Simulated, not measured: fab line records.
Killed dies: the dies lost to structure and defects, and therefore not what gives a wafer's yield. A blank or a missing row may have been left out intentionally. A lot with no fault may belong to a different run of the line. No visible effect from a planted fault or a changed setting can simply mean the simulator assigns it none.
Lot-split experiment :: flow n5_finfet :: on a route of 1938 steps: 7 lots, 21 wafers read

## THE SPLIT
At N5_BEOL_M4_ETCH_64 (etches SOC in N2/H2, target depth 75 nm, overetch 22.5 nm, time 121.9 s), the setting bias_w was moved away from the recipe's 150 W on 8 of the 21 wafers read, by -16.3% to +17.3%. For the rest of the wafers, this setting stayed at what the recipe calls for.

The split's own step is where the reading is taken.

## THE READING
rf_vpp_V, in V, at N5_BEOL_M4_ETCH_64 (etches SOC in N2/H2, target depth 75 nm, overetch 22.5 nm, time 121.9 s). Typical for fault-free wafers on this fab line: 522.8 V, with standard deviation 1.3 V.

wafer: L079.1
tool, chamber at the split: rie_diel-02, 3
bias_w as run, W: 135
against the recipe: -10.0%
rf_vpp_V, V: 490.7
against lot-mates on the recipe: -31.2

wafer: L079.2
tool, chamber at the split: rie_diel-02, 1
bias_w as run, W: 150
against the recipe: recipe
rf_vpp_V, V: 522.7
against lot-mates on the recipe: -

wafer: L079.3
tool, chamber at the split: rie_diel-02, 0
bias_w as run, W: 150
against the recipe: recipe
rf_vpp_V, V: 521.0
against lot-mates on the recipe: -

wafer: L078.3
tool, chamber at the split: rie_diel-05, 0
bias_w as run, W: 150
against the recipe: recipe
rf_vpp_V, V: 523.5
against lot-mates on the recipe: -

wafer: L078.5
tool, chamber at the split: rie_diel-05, 2
bias_w as run, W: 150
against the recipe: recipe
rf_vpp_V, V: 520.3
against lot-mates on the recipe: -

wafer: L078.6
tool, chamber at the split: rie_diel-05, 0
bias_w as run, W: 150
against the recipe: recipe
rf_vpp_V, V: 522.4
against lot-mates on the recipe: -

wafer: L084.2
tool, chamber at the split: rie_diel-01, 0
bias_w as run, W: 150
against the recipe: recipe
rf_vpp_V, V: 523.2
against lot-mates on the recipe: -

wafer: L084.3
tool, chamber at the split: rie_diel-01, 3
bias_w as run, W: 158.8
against the recipe: +5.9%
rf_vpp_V, V: 542.7
against lot-mates on the recipe: +19.5

wafer: L084.4
tool, chamber at the split: rie_diel-01, 2
bias_w as run, W: 158.8
against the recipe: +5.9%
rf_vpp_V, V: 542.5
against lot-mates on the recipe: +19.3

wafer: L086.1
tool, chamber at the split: rie_diel-05, 1
bias_w as run, W: 150
against the recipe: recipe
rf_vpp_V, V: 522.8
against lot-mates on the recipe: -

wafer: L086.5
tool, chamber at the split: rie_diel-05, 3
bias_w as run, W: 150
against the recipe: recipe
rf_vpp_V, V: 523.4
against lot-mates on the recipe: -

wafer: L086.6
tool, chamber at the split: rie_diel-05, 1
bias_w as run, W: 150
against the recipe: recipe
rf_vpp_V, V: 523.1
against lot-mates on the recipe: -

wafer: L089.2
tool, chamber at the split: rie_diel-05, 2
bias_w as run, W: 141.2
against the recipe: -5.9%
rf_vpp_V, V: 500.3
against lot-mates on the recipe: -23.9

wafer: L089.5
tool, chamber at the split: rie_diel-05, 0
bias_w as run, W: 141.2
against the recipe: -5.9%
rf_vpp_V, V: 503.0
against lot-mates on the recipe: -21.2

wafer: L089.6
tool, chamber at the split: rie_diel-05, 1
bias_w as run, W: 150
against the recipe: recipe
rf_vpp_V, V: 524.2
against lot-mates on the recipe: -

wafer: L092.2
tool, chamber at the split: rie_diel-01, 1
bias_w as run, W: 125.5
against the recipe: -16.3%
rf_vpp_V, V: 468.5
against lot-mates on the recipe: -53.5

wafer: L092.3
tool, chamber at the split: rie_diel-01, 2
bias_w as run, W: 125.5
against the recipe: -16.3%
rf_vpp_V, V: 466.8
against lot-mates on the recipe: -55.2

wafer: L092.6
tool, chamber at the split: rie_diel-01, 1
bias_w as run, W: 150
against the recipe: recipe
rf_vpp_V, V: 522.0
against lot-mates on the recipe: -

wafer: L094.2
tool, chamber at the split: rie_diel-01, 3
bias_w as run, W: 150
against the recipe: recipe
rf_vpp_V, V: 522.1
against lot-mates on the recipe: -

wafer: L094.5
tool, chamber at the split: rie_diel-01, 1
bias_w as run, W: 176
against the recipe: +17.3%
rf_vpp_V, V: 577.8
against lot-mates on the recipe: +55.1

wafer: L094.6
tool, chamber at the split: rie_diel-01, 0
bias_w as run, W: 150
against the recipe: recipe
rf_vpp_V, V: 523.3
against lot-mates on the recipe: -

FIT RESULTS
A straight line over all 21 wafers: rf_vpp_V changes by +3.31 V for each +1% of bias_w; r = +1.00; the points scatter about the line by 1.3 V.
The same after taking each lot's own level away (the mean of its wafers on the recipe; 21 wafers): +3.29 V for each +1%; r = +1.00; scatter 1.4 V.
Per that fit: largest bias_w move, reading shift of 57 V.
The span of the lots' own levels, 521.85 to 524.20 V, comes to 1.8 times the standard deviation stated above.
Consequently the slope shifts little with the lot-to-lot level, the two slopes agreeing.
Check: with one of the wafers moved furthest among these (+17.3%) left out of the fit, the line predicts +57.6 V for it against its lot-mates. Against them it came out at +55.1 V.
Tool readings at the split's step, against how far the setting was moved: rf_vpp_V r = +1.00.

## OTHER SPLITS APPLIED TO THESE WAFERS
Other splits were also applied to these wafers ahead of the reading. Each is held against what the fit with the lots' levels taken away leaves over:
other split on the same wafers: N5_MOL_CONTACT_COAG_ETCH_124 bias_w
wafers away from the commonest value: 7
r with rf_vpp_V (lot level and that fit taken away): -0.07

other split on the same wafers: N5_BEOL_M0_SAQP_ETCH_84 time_s
wafers away from the commonest value: 8
r with rf_vpp_V (lot level and that fit taken away): -0.02

other split on the same wafers: N5_BEOL_M1_ETCH_77 source_w
wafers away from the commonest value: 7
r with rf_vpp_V (lot level and that fit taken away): +0.11

other split on the same wafers: N5_BEOL_M1_TRENCH_ETCH_37 time_s
wafers away from the commonest value: 8
r with rf_vpp_V (lot level and that fit taken away): +0.29

other split on the same wafers: N5_BEOL_M2_COAT_68 spin_rpm
wafers away from the commonest value: 4
r with rf_vpp_V (lot level and that fit taken away): +0.46

other split on the same wafers: N5_BEOL_M2_EXPOSE_25 dose_mj
wafers away from the commonest value: 7
r with rf_vpp_V (lot level and that fit taken away): +0.41

other split on the same wafers: N5_BEOL_M3_VIA_ETCH_34 bias_w
wafers away from the commonest value: 2
r with rf_vpp_V (lot level and that fit taken away): +0.12

## THE WHOLE CHAIN: every reading that the file lists as answering this split, in the file's order
step: N5_BEOL_M4_ETCH_64
what it does: etches SOC in N2/H2, target depth 75 nm, overetch 22.5 nm, time 121.9 s
reading: rf_vpp_V
change (the file's fit): +3.26 V for each +1% of the setting
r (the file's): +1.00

step: N5_BEOL_M4_ETCH_64
what it does: etches SOC in N2/H2, target depth 75 nm, overetch 22.5 nm, time 121.9 s
reading: SiARC_of_BEOL_M4_COAT_62.thk_nm (the simulator's own value, which no gauge read)
change (the file's fit): -0.083 nm for each +1% of the setting
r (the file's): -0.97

## THE FILE'S OWN FIT
rf_vpp_V changes by +3.26 V for each +1% of bias_w, r = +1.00.
